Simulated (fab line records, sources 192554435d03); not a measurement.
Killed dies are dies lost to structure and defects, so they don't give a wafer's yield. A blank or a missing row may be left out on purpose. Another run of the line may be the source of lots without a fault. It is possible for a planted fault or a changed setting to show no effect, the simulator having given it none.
fab line records ; flow n5-finfet
record lots=9; wafers=27; last-day=19
route steps=1938 shown ILD0@339 SDB@361 BEOL_M4@1111 PASSIVATION@1936
lots that met no fault: from a run of the same line without faults
start-h: start of the lot's first displayed wafer, in hours after the record's first day ; wait-h: hours since the lot's step before ; " unchanged from the row above ; L1.1+2: a single row standing in for several wafers ; - either no value or no given start ; * or withheld: withheld ; < > ~ a bound
route shown NAME@n: names a module that has steps shown in the file, with the first one's number in the route ; usual: the fault-free wafers' mean and standard deviation ; same: alike in all rows ; chamber/n: place in a boat ; sites: each site's reading ; _std_site: how widely they spread, as a standard deviation ; _edge_site: the outer-site mean with the inner-site mean subtracted ; radius-mm: for every site, how far away it sits from the centre of the wafer ; mask NAME#n: copy n ; behind: the most recent tool/chamber to have shaped the wafer ; hold: reason for holding the lot/hours on hold/outcome of the hold ; device: which transistor (n, p or np) failed to switch ; end of line: tests of these same wafers at the route's end ; where a step has no rows: the recipe by itself ; killed: the dies lost at the first sort to structure and to defects; this is not the yield of the wafer ; map: the dies of a wafer, with x for killed, . for not killed, _ for no die there
set.NAME: the run value of the setting; set.NAME@STEP: its run value at that earlier step ; model.NAME: the simulator's own value behind a step, which no gauge read
the route's steps for a sample of lots (tables are steps, rows are wafers)
services: when a tool's chamber went out of use (start-h, in hours from the record's first day, below 0 if earlier), for how many hours, and the reason
## steps
# step N5_ILD0_THK_MEAS_04
# usual thk-nm=197.3/1.1
lot.wafer;tool;chamber;start-h;wait-h;thk-nm
L453.2;film-metro-02;-;72.76;-;197.1
L453.3;film-metro-02;-;72.76;-;197.2
L453.5;film-metro-02;-;72.76;-;197.6
L454.4;film-metro-02;-;81.12;-;197.9
L454.5;film-metro-02;-;81.12;-;194.7
L454.6;film-metro-02;-;81.12;-;197.3
L456.2;film-metro-02;-;100.84;-;198.3
L456.5;film-metro-02;-;100.84;-;197.6
L456.6;film-metro-02;-;100.84;-;197.6
L469.2;film-metro-02;-;168.60;-;197.9
L469.5;film-metro-02;-;168.60;-;197.7
L469.6;film-metro-02;-;168.60;-;198.9
L470.1;film-metro-01;-;176.89;-;197.2
L470.3;film-metro-01;-;176.89;-;196.0
L470.6;film-metro-01;-;176.89;-;195.5
L471.1;film-metro-02;-;183.63;-;197.6
L471.2;film-metro-02;-;183.63;-;199.0
L471.3;film-metro-02;-;183.63;-;198.7
L472.2;film-metro-01;-;188.10;-;197.1
L472.3;film-metro-01;-;188.10;-;197.2
L472.6;film-metro-01;-;188.10;-;198.0
L473.4;film-metro-02;-;199.93;-;197.3
L473.5;film-metro-02;-;199.93;-;195.9
L473.6;film-metro-02;-;199.93;-;197.0
L474.1;film-metro-01;-;203.74;-;195.1
L474.3;film-metro-01;-;203.74;-;194.5
L474.6;film-metro-01;-;203.74;-;195.7
# step N5_ILD0_THK_MEAS_13
# usual thk-nm=17.7/1.1
lot.wafer;tool;chamber;start-h;wait-h;thk-nm
L453.2;film-metro-01;-;76.29;-;16.9
L453.3;film-metro-01;-;76.29;-;17.3
L453.5;film-metro-01;-;76.29;-;17.2
L454.4;film-metro-01;-;84.66;-;17.4
L454.5;film-metro-01;-;84.66;-;17.0
L454.6;film-metro-01;-;84.66;-;17.2
L456.2;film-metro-01;-;104.70;-;18.6
L456.5;film-metro-01;-;104.70;-;16.6
L456.6;film-metro-01;-;104.70;-;17.3
L469.2;film-metro-01;-;172.14;-;19.3
L469.5;film-metro-01;-;172.14;-;18.9
L469.6;film-metro-01;-;172.14;-;18.1
L470.1;film-metro-01;-;180.92;-;17.3
L470.3;film-metro-01;-;180.92;-;18.6
L470.6;film-metro-01;-;180.92;-;17.2
L471.1;film-metro-01;-;187.44;-;16.3
L471.2;film-metro-01;-;187.44;-;15.7
L471.3;film-metro-01;-;187.44;-;18.1
L472.2;film-metro-01;-;192.24;-;18.7
L472.3;film-metro-01;-;192.24;-;19.1
L472.6;film-metro-01;-;192.24;-;20.0
L473.4;film-metro-02;-;203.59;-;17.9
L473.5;film-metro-02;-;203.59;-;18.6
L473.6;film-metro-02;-;203.59;-;18.5
L474.1;film-metro-02;-;207.28;-;17.7
L474.3;film-metro-02;-;207.28;-;17.4
L474.6;film-metro-02;-;207.28;-;16.4
# step N5_SDB_ETCH_18
# recipe chemistry=N2/H2; target=SOC; target-depth-a=1000; overetch-a=200; mask-material=SiARC; temp-c=40; time-s=150; ion-energy-ev=200; pressure-mtorr=30; source-w=840; bias-w=150; n2-flow-sccm=200; h2-flow-sccm=200
# usual bias-w=150.0/0.41; chamber-pressure-mTorr=29.998/0.027; drypump-motor-current-A=5.4/0.4; oes-product-au=0.72/0.075; rf-vpp-V=525.2/2; showerhead-plenum-p-Torr=2.59/0.064; temp-c=39.99/0.11; throttle-valve-pct=17.83/0.24
lot.wafer;tool;chamber;start-h;wait-h;bias-w;chamber-pressure-mTorr;drypump-motor-current-A;oes-product-au;rf-hours-counter-h;rf-vpp-V;showerhead-plenum-p-Torr;temp-c;throttle-valve-pct
L453.2;rie-diel-04;3;76.97;0.0;150.2;29.988;5.6;0.81;18;524.9;2.59;40.23;17.70
L453.3;rie-diel-04;0;76.97;0.0;150.0;29.946;5.8;0.66;185;523.9;2.52;39.94;17.82
L453.5;rie-diel-04;0;76.97;0.0;150.1;29.946;5.7;0.66;-;523.9;2.52;40.11;17.80
L454.4;rie-diel-01;2;85.34;0.0;150.4;29.976;6.1;0.84;17;528.2;2.70;39.90;17.48
L454.5;rie-diel-01;2;85.34;0.0;150.5;29.936;6.1;0.84;-;529.3;2.70;39.92;17.47
L454.6;rie-diel-01;3;85.34;0.0;150.2;30.008;5.7;0.85;-;523.1;2.50;39.96;17.55
L456.2;rie-diel-02;0;105.37;0.0;150.3;29.995;5.7;0.63;199;527.1;2.64;40.13;18.29
L456.5;rie-diel-02;0;105.37;0.0;149.9;29.999;5.7;0.64;-;527.0;2.64;40.06;18.30
L456.6;rie-diel-02;1;105.37;0.0;150.0;29.960;4.7;0.75;-;523.2;2.58;39.95;17.96
L469.2;rie-diel-02;3;172.81;0.0;-;-;-;-;-;-;-;-;-
L469.5;rie-diel-02;1;172.81;0.0;-;-;-;-;-;-;-;-;-
L469.6;rie-diel-02;2;172.81;0.0;-;-;-;-;-;-;-;-;-
L470.1;rie-diel-04;3;181.46;0.0;-;-;-;-;-;-;-;-;-
L470.3;rie-diel-04;2;181.46;0.0;-;-;-;-;-;-;-;-;-
L470.6;rie-diel-04;2;181.46;0.0;-;-;-;-;-;-;-;-;-
L471.1;rie-diel-02;3;188.15;0.0;149.7;29.986;5.1;0.66;178;527.5;2.64;40.10;17.74
L471.2;rie-diel-02;1;188.15;0.0;150.2;30.046;4.7;0.73;96;527.0;2.56;40.02;18.02
L471.3;rie-diel-02;2;188.15;0.0;150.2;29.985;5.5;0.65;184;524.2;2.52;39.81;17.72
L472.2;rie-diel-04;3;192.78;0.0;150.3;30.003;5.6;0.76;55;525.2;2.58;39.95;17.75
L472.3;rie-diel-04;1;192.78;0.0;150.7;30.014;5.4;0.78;38;521.1;2.49;39.89;17.80
L472.6;rie-diel-04;2;192.78;0.0;150.3;29.981;5.4;0.76;-;525.1;2.58;39.93;17.86
L473.4;rie-diel-02;3;204.83;0.0;149.6;30.032;5.1;0.65;182;527.1;2.63;40.15;17.75
L473.5;rie-diel-02;1;204.83;0.0;150.5;30.028;4.7;0.73;-;524.7;2.56;39.97;18.02
L473.6;rie-diel-02;2;204.83;0.0;150.3;30.026;5.5;0.65;-;524.7;2.52;39.94;17.73
L474.1;rie-diel-02;0;207.95;0.0;150.6;30.018;5.7;0.61;232;525.1;2.62;39.99;18.35
L474.3;rie-diel-02;1;207.95;0.0;150.3;29.990;4.7;0.73;104;523.3;2.56;40.14;18.01
L474.6;rie-diel-02;0;207.95;0.0;150.2;30.002;5.7;0.61;-;524.7;2.62;40.08;18.37
# step N5_SDB_HM_OPEN_20
# recipe chemistry=CH3F/O2; target=SiNx; mask-material=SOC; target-depth-a=240; stop-on=poly-Si; over-etch-frac=0.4; ion-energy-ev=120; pressure-mtorr=30; source-w=395; bias-w=73; Ar_flow_sccm=150; CH3F_flow_sccm=30; O2_flow_sccm=20
# usual drypump-motor-current-A=5.4/0.4; oes-product-au=0.66/0.07; rf-vpp-V=298/3.9; showerhead-plenum-p-Torr=2.03/0.05; throttle-valve-pct=16.35/0.21
lot.wafer;tool;chamber;start-h;wait-h;drypump-motor-current-A;oes-product-au;rf-hours-counter-h;rf-vpp-V;showerhead-plenum-p-Torr;throttle-valve-pct
L453.2;rie-diel-04;3;77.12;0.0;5.6;0.73;18;295;2.04;16.24
L453.3;rie-diel-04;0;77.12;0.0;5.7;0.59;185;297;1.98;16.47
L453.5;rie-diel-04;0;77.12;0.0;5.8;0.61;-;296;1.98;16.45
L454.4;rie-diel-01;2;85.50;0.0;6.1;0.77;17;303;2.13;16.03
L454.5;rie-diel-01;2;85.50;0.0;6.1;0.76;-;303;2.13;16.03
L454.6;rie-diel-01;3;85.50;0.0;5.7;0.79;-;295;1.96;16.08
L456.2;rie-diel-02;0;105.53;0.0;5.6;0.56;199;298;2.06;16.70
L456.5;rie-diel-02;0;105.53;0.0;5.6;0.57;-;298;2.06;16.72
L456.6;rie-diel-02;1;105.53;0.0;4.7;0.70;-;297;2.03;16.51
L469.2;rie-diel-02;3;173.18;0.0;5.1;0.28;172;299;2.08;16.31
L469.5;rie-diel-02;1;173.18;0.0;4.7;0.31;-;298;2.02;16.51
L469.6;rie-diel-02;2;173.18;0.0;5.5;0.27;-;303;1.99;16.28
L470.1;rie-diel-04;3;181.62;0.0;5.6;0.32;51;295;2.03;16.30
L470.3;rie-diel-04;2;181.62;0.0;5.4;0.32;67;293;2.03;16.29
L470.6;rie-diel-04;2;181.62;0.0;5.4;0.32;-;293;2.03;16.30
L471.1;rie-diel-02;3;188.31;0.0;5.1;0.61;178;299;2.08;16.36
L471.2;rie-diel-02;1;188.31;0.0;4.7;0.67;97;298;2.02;16.54
L471.3;rie-diel-02;2;188.31;0.0;5.5;0.59;184;302;1.99;16.28
L472.2;rie-diel-04;3;192.94;0.0;5.6;0.70;55;297;2.03;16.34
L472.3;rie-diel-04;1;192.94;0.0;5.4;0.72;38;294;1.95;16.21
L472.6;rie-diel-04;2;192.94;0.0;5.4;0.71;-;292;2.03;16.34
L473.4;rie-diel-02;3;204.98;0.0;5.1;0.62;182;300;2.07;16.36
L473.5;rie-diel-02;1;204.98;0.0;4.6;0.68;-;296;2.02;16.55
L473.6;rie-diel-02;2;204.98;0.0;5.5;0.60;-;303;1.99;16.34
L474.1;rie-diel-02;0;208.11;0.0;5.7;0.56;232;298;2.05;16.78
L474.3;rie-diel-02;1;208.11;0.0;4.7;0.66;104;297;2.02;16.56
L474.6;rie-diel-02;0;208.11;0.0;5.7;0.57;-;297;2.05;16.75
# step N5_SDB_STRIP_22
# recipe chemistry=N2/H2; power-w=1000; temp-c=250; h2-frac=0.65; overash-fraction=0.3; pressure-mtorr=withheld; n2-flow-sccm=1750; h2-flow-sccm=3250
# usual drypump-motor-current-A=6.0/0.56; heater-power-w=315/28; oes-product-au=0.715/0.0045; strip-time-to-endpoint-s=96.14/0.29; temp-c=250.00/0.18
lot.wafer;tool;chamber;start-h;wait-h;drypump-motor-current-A;heater-power-w;oes-product-au;rf-hours-counter-h;strip-time-to-endpoint-s;temp-c
L453.2;plasma-asher-02;0;77.20;0.1;6.7;297;0.710;36;96.00;249.93
L453.3;plasma-asher-02;0;77.20;0.1;6.7;303;0.714;-;95.91;249.91
L453.5;plasma-asher-02;0;77.20;0.1;6.6;291;0.710;-;96.16;250.14
L454.4;plasma-asher-02;0;85.62;0.1;6.6;308;0.714;-;96.04;250.27
L454.5;plasma-asher-02;1;85.62;0.1;5.4;299;0.716;-;95.85;250.11
L454.6;plasma-asher-02;0;85.62;0.1;6.6;299;0.723;-;96.59;249.82
L456.2;plasma-asher-02;1;105.61;0.1;5.4;306;0.713;41;96.44;249.94
L456.5;plasma-asher-02;0;105.61;0.1;6.6;297;0.712;-;96.23;250.17
L456.6;plasma-asher-02;1;105.61;0.1;5.4;298;0.714;-;96.18;250.39
L469.2;plasma-asher-02;0;173.26;0.1;6.6;302;0.710;56;96.27;250.29
L469.5;plasma-asher-02;0;173.26;0.1;6.6;296;0.720;-;96.20;250.10
L469.6;plasma-asher-02;1;173.26;0.1;5.4;298;0.715;-;95.80;249.80
L470.1;plasma-asher-01;1;181.70;0.1;5.6;376;0.714;107;96.29;250.09
L470.3;plasma-asher-01;0;181.70;0.1;6.4;317;0.712;-;96.42;250.06
L470.6;plasma-asher-01;1;181.70;0.1;5.6;372;0.716;-;96.47;249.89
L471.1;plasma-asher-01;1;188.52;0.2;5.6;374;0.719;110;96.16;250.10
L471.2;plasma-asher-01;0;188.52;0.2;6.5;311;0.719;110;95.91;249.86
L471.3;plasma-asher-01;0;188.52;0.2;6.5;316;0.719;-;96.00;249.70
L472.2;plasma-asher-01;1;193.02;0.1;5.6;377;0.716;112;95.76;250.03
L472.3;plasma-asher-01;1;193.02;0.1;5.6;366;0.707;-;95.87;250.14
L472.6;plasma-asher-01;1;193.02;0.1;5.6;371;0.701;-;95.85;250.12
L473.4;plasma-asher-01;0;205.10;0.1;6.5;323;0.707;-;96.35;250.02
L473.5;plasma-asher-01;0;205.10;0.1;6.5;315;0.715;-;96.19;249.88
L473.6;plasma-asher-01;1;205.10;0.1;5.6;369;0.717;-;96.33;249.83
L474.1;plasma-asher-02;0;208.19;0.1;6.6;298;0.725;57;95.88;250.09
L474.3;plasma-asher-02;0;208.19;0.1;6.6;300;0.721;-;96.66;249.98
L474.6;plasma-asher-02;0;208.19;0.1;6.6;299;0.713;-;96.32;249.93
# step N5_BEOL_M4_RC_MEAS_101
# usual DIBL_N=36.2/1.2; DIBL_P=36.3/1.3; IOFF_N=0.155/0.019; IOFF_P=0.210/0.029; ION_N=677/8.6; ION_P=465/6.8; SS_N=71.4/0.48; SS_P=73.2/0.53; VT_N=249.9/2.4; VT_P=-250/3.2
lot.wafer;tool;chamber;start-h;wait-h;DIBL_N[mV/V];DIBL_P[mV/V];IOFF_N[nA/um];IOFF_P[nA/um];ION_N[uA/um];ION_P[uA/um];SS_N[mV/dec];SS_P[mV/dec];VT_N[mV];VT_P[mV]
L453.2;prober-02;0;164.57;0.2;35.9;36.3;0.161;0.233;680;471;71.5;73.6;247.7;-247
L453.3;prober-02;0;164.57;0.2;35.5;36.4;0.155;0.227;690;476;70.4;72.9;246.8;-247
L453.5;prober-02;0;164.57;0.2;35.7;36.2;0.155;0.229;681;472;70.8;73.7;246.7;-248
L454.4;prober-01;0;188.14;0.5;34.5;35.1;0.138;0.196;682;470;70.4;73.4;250.0;-249
L454.5;prober-01;0;188.14;0.5;34.6;34.9;0.140;0.194;670;465;70.7;72.7;251.1;-251
L454.6;prober-01;0;188.14;0.5;34.0;34.1;0.121;0.177;664;456;70.3;72.9;253.0;-254
L456.2;prober-02;0;206.36;0.2;37.6;37.0;0.164;0.198;679;458;71.6;73.7;248.7;-252
L456.5;prober-02;0;206.36;0.2;37.2;36.6;0.149;0.181;673;457;71.4;74.1;252.1;-253
L456.6;prober-02;0;206.36;0.2;36.1;35.7;0.144;0.183;674;465;71.0;73.3;251.6;-251
L471.1;prober-02;0;303.74;0.0;34.4;35.3;0.122;0.160;668;457;70.6;72.8;253.7;-255
L471.2;prober-02;0;303.74;0.0;35.5;36.5;0.139;0.180;681;462;71.3;73.1;249.6;-254
L471.3;prober-02;0;303.74;0.0;35.8;36.0;0.135;0.172;664;452;71.3;72.6;249.5;-251
L472.2;prober-02;0;308.16;0.2;37.6;36.5;0.155;0.207;665;457;71.7;72.6;250.2;-250
L472.3;prober-02;0;308.16;0.2;37.3;37.1;0.156;0.218;680;465;71.6;72.3;250.3;-249
L472.6;prober-02;0;308.16;0.2;37.2;36.3;0.147;0.203;671;467;71.3;73.1;250.7;-249
L474.1;prober-02;0;322.78;0.0;35.4;33.4;0.128;0.159;657;451;70.9;72.4;252.2;-254
L474.3;prober-02;0;322.78;0.0;36.9;35.5;0.159;0.188;673;459;71.7;72.8;250.4;-251
L474.6;prober-02;0;322.78;0.0;37.4;36.0;0.164;0.199;674;458;71.9;73.6;249.7;-252
L473.4;prober-02;0;329.51;0.5;36.7;36.1;0.170;0.206;676;466;71.5;73.0;247.0;-251
L473.5;prober-02;0;329.51;0.5;36.6;35.9;0.166;0.199;676;461;70.6;73.5;250.3;-252
L473.6;prober-02;0;329.51;0.5;37.7;38.0;0.184;0.240;690;471;72.1;73.9;245.6;-249
# step N5_PASSIVATION_PROBE_49
# usual defect-limited-yield=91.2/1.4; killed_at_M0_to_M3=34/10; killed_at_M4_up=13/5.1; killed-at-contacts=12/6.5; killed-at-front-end=41/11; killed-at-other=4/3.3; killed-dies=104/16; killed-on-rim=14/3.9; killed-open=69/13; killed-short=33/7; sort_bin_5_function=5.1/0.91; sort_bin_6_memory=3.3/0.69; sort-n-pass=1076/16; sort-yield-pct=91.2/1.4
# same gross-dies=1180; killed-at-back-side=0; sort_bin_4_leakage[%]=0; sort_bin_8_speed[%]=0
lot.wafer;tool;chamber;start-h;wait-h;defect-limited-yield[%];killed_at_M0_to_M3;killed_at_M4_up;killed-at-contacts;killed-at-front-end;killed-at-other;killed-dies;killed-on-rim;killed-open;killed-short;sort_bin_5_function[%];sort_bin_6_memory[%];sort-n-pass;sort-yield-pct[%]
L469.2;prober-02;-;385.92;0.1;0;33;21;3;1118;5;1180;152;62;24;96.1;3.7;0;0
L469.5;prober-02;-;386.07;0.2;0;27;24;6;1116;7;1180;152;75;30;96.5;3.1;0;0
L469.6;prober-02;-;386.12;0.3;0;21;13;4;1139;3;1180;152;62;27;96.7;3.1;0;0
L470.1;prober-01;-;386.73;0.0;0;18;6;5;1150;1;1180;152;58;30;96.8;2.8;0;0
L470.3;prober-01;-;386.83;0.1;0;20;10;7;1141;2;1180;152;66;29;95.7;4.0;0;0
L470.6;prober-01;-;386.98;0.3;0;20;12;3;1144;1;1180;152;54;36;96.2;3.3;0;0
# killed by level:class
L469.2 SDB:area-etch=1090 BEOL_M3:geometric-particle:open=10 FIN_SAQP:geometric-particle:short=6 BEOL_M2:geometric-particle:open=6 DUMMY_GATE:geometric-particle:open=5 BEOL_M0_SAQP:geometric-particle:short=5 BEOL_M1:geometric-particle:open=5 BEOL_M4:geometric-particle:open=5
L469.5 SDB:area-etch=1075 BEOL_M4:geometric-particle:open=13 STI_FIN_REVEAL:geometric-particle:open=12 BEOL_M1:geometric-particle:open=8 BEOL_M3:geometric-particle:open=7 FIN_SAQP:geometric-particle:short=5 MOL_CONTACT_COAG:geometric-particle:open=5 BEOL_M2:geometric-particle:open=5
L469.6 SDB:area-etch=1091 FIN_SAQP:geometric-particle:short=17 FIN_SAQP:geometric-particle:open=13 BEOL_M2:geometric-particle:open=11 STI_FIN_REVEAL:geometric-particle:open=7 BEOL_M4:geometric-particle:open=6 MOL_CONTACT_COAG:geometric-particle:open=4 BEOL_M3:geometric-particle:open=4
L470.1 SDB:area-etch=1092 STI_FIN_REVEAL:geometric-particle:open=19 FIN_SAQP:geometric-particle:short=9 FIN_SAQP:geometric-particle:open=8 STI_FIN_REVEAL:geometric-particle:short=8 MOL_CONTACT_COAG:geometric-particle:open=5 STARTING-WAFER:geometric-particle:open=5 DUMMY_GATE:geometric-particle:open=4
L470.3 SDB:area-etch=1085 FIN_SAQP:geometric-particle:open=16 STI_FIN_REVEAL:geometric-particle:open=11 FIN_SAQP:geometric-particle:short=10 MOL_CONTACT_COAG:geometric-particle:open=7 BEOL_M2:geometric-particle:open=6 DUMMY_GATE:geometric-particle:open=5 BEOL_M3:geometric-particle:open=4
L470.6 SDB:area-etch=1090 FIN_SAQP:geometric-particle:short=14 BEOL_M2:geometric-particle:open=10 FIN_SAQP:geometric-particle:open=9 STI_FIN_REVEAL:geometric-particle:open=9 BEOL_M5:geometric-particle:open=7 STI_FIN_REVEAL:geometric-particle:short=5 DUMMY_GATE:geometric-particle:open=4
## services
tool;chamber;start-h;hours;kind
rie-diel-04;-;89.16;0.4;repair
plasma-asher-01;-;108.19;1.7;repair
rie-diel-02;0;113.52;7.3;repair
rie-diel-01;1;136.85;10.3;repair
rie-diel-02;1;137.28;9.5;repair
rie-diel-04;3;144.66;14.2;repair
rie-diel-02;-;159.50;1.4;repair
plasma-asher-02;-;178.96;28.1;pm
rie-diel-01;0;183.85;7.7;repair
rie-diel-02;3;195.74;3.8;repair
rie-diel-04;1;207.48;14.3;repair
## key
first-sign step=N5_SDB_ETCH_18; reading=tool-record; direction=missing
effect step=N5_SDB_HM_OPEN_20; reading=oes-product-au; direction=down; sigmas=5.1; usual=0.66; struck=0.30
effect step=N5_PASSIVATION_PROBE_49; reading=sort_bin_5_function; direction=up; sigmas=99+; usual=5.1; struck=96.3
more-kills-born-at N5_SDB_ETCH_18@rie-diel-04=3267; N5_SDB_ETCH_18@rie-diel-02=3256
met-at N5_SDB_ETCH_18
struck-lots L469,L470
later-rows-left-out L469.2,L469.5,L469.6,L470.1,L470.3,L470.6
not-acting-at N5_ILD0_THK_MEAS_04,N5_ILD0_THK_MEAS_13,N5_SDB_STRIP_22
onset-between 105.37 172.81
fault kind=skipped-step-whole; tool=rie-diel-02,rie-diel-04; chamber=-; onset-h=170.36; steps=N5_SDB_ETCH_18; scope=struck-lots-only
# later-rows-left-out: the simulator's readings of these wafers behind a module that went badly wrong aren't trusted and aren't shown, but for the sort
